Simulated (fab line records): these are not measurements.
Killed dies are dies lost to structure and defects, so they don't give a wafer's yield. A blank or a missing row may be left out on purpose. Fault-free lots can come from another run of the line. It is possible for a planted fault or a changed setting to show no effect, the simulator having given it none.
Chamber matching ; flow nand_harc ; rie_diel-06 running NHARC_P_CONTACT_ETCH_35: 4 sister chambers
The step etches the open film in CF4, target depth 39 nm, time 65 s. 24 wafers are shown with their chamber, then 12 later ones without.

WAFERS, EACH WITH ITS CHAMBER
wafer;chamber;showerhead_plenum_p_Torr (Torr);drypump_motor_current_A (A);rf_vpp_V (V)
L074.1;0;1.87;5.3;152.2
L074.3;2;1.85;6.2;153.0
L074.5;3;1.66;6.4;149.1
L075.1;3;1.66;6.5;150.7
L075.2;1;1.78;5.6;151.2
L075.3;2;1.85;6.2;152.9
L077.1;1;1.78;5.6;151.6
L077.5;2;1.84;6.2;154.2
L077.6;3;1.66;6.5;149.8
L081.1;1;1.78;5.7;152.7
L081.3;2;1.84;6.2;151.1
L081.4;3;1.66;6.5;149.7
L082.3;0;1.87;5.3;150.9
L082.4;3;1.66;6.5;150.0
L082.6;0;1.87;5.3;152.5
L084.1;2;1.84;6.2;152.1
L084.5;1;1.78;5.6;150.0
L084.6;2;1.84;6.2;151.2
L086.1;2;1.84;6.2;152.7
L086.4;0;1.87;5.3;153.0
L086.6;2;1.84;6.2;152.6
L090.1;0;1.87;5.3;152.7
L090.2;3;1.66;6.4;149.3
L090.6;3;1.66;6.5;150.2

SIGNATURES, as means of the wafers listed above
reading;chamber 0;chamber 1;chamber 2;chamber 3;scatter within a chamber
showerhead_plenum_p_Torr;1.8700;1.7800;1.8425;1.6600;0.00274
drypump_motor_current_A;5.300;5.625;6.200;6.471;0.033
rf_vpp_V;152.260;151.375;152.475;149.829;0.874
Rule: for each reading, subtract the chamber's mean from the wafer's reading, divide by that reading's scatter and square the result; add these up over the readings and take the root, which gives the wafer's distance from the chamber. If the next closest chamber is less than 2 further off than the closest, the wafer can't be placed; otherwise it belongs to the closest. The scatter: take each reading less its chamber's mean, square it, sum over the shown wafers, divide by the number of wafers less the number of chambers, and take the root.

WAFERS WHOSE CHAMBER IS MISSING
wafer;showerhead_plenum_p_Torr (Torr);drypump_motor_current_A (A);rf_vpp_V (V)
L091.1;1.84;6.2;153.2
L091.5;1.66;6.5;150.2
L091.6;1.84;6.2;152.5
L092.2;1.87;5.3;152.4
L092.3;1.84;6.2;153.4
L092.4;1.78;5.6;151.3
L094.1;1.84;6.2;153.0
L094.2;1.78;5.6;151.1
L094.6;1.66;6.4;149.2
L095.1;1.84;6.2;152.8
L095.2;1.77;5.6;151.6
L095.3;1.66;6.5;149.0

EACH ONE'S CHAMBER
wafer;from the rows above;in truth
L091.1;2;2
L091.5;3;3
L091.6;2;2
L092.2;0;0
L092.3;2;2
L092.4;1;1
L094.1;2;2
L094.2;1;1
L094.6;3;3
L095.1;2;2
L095.2;1;1
L095.3;3;3
Correct placement for 12 of the 12. Left unplaced by these rows: 0. Wrongly placed: 0.
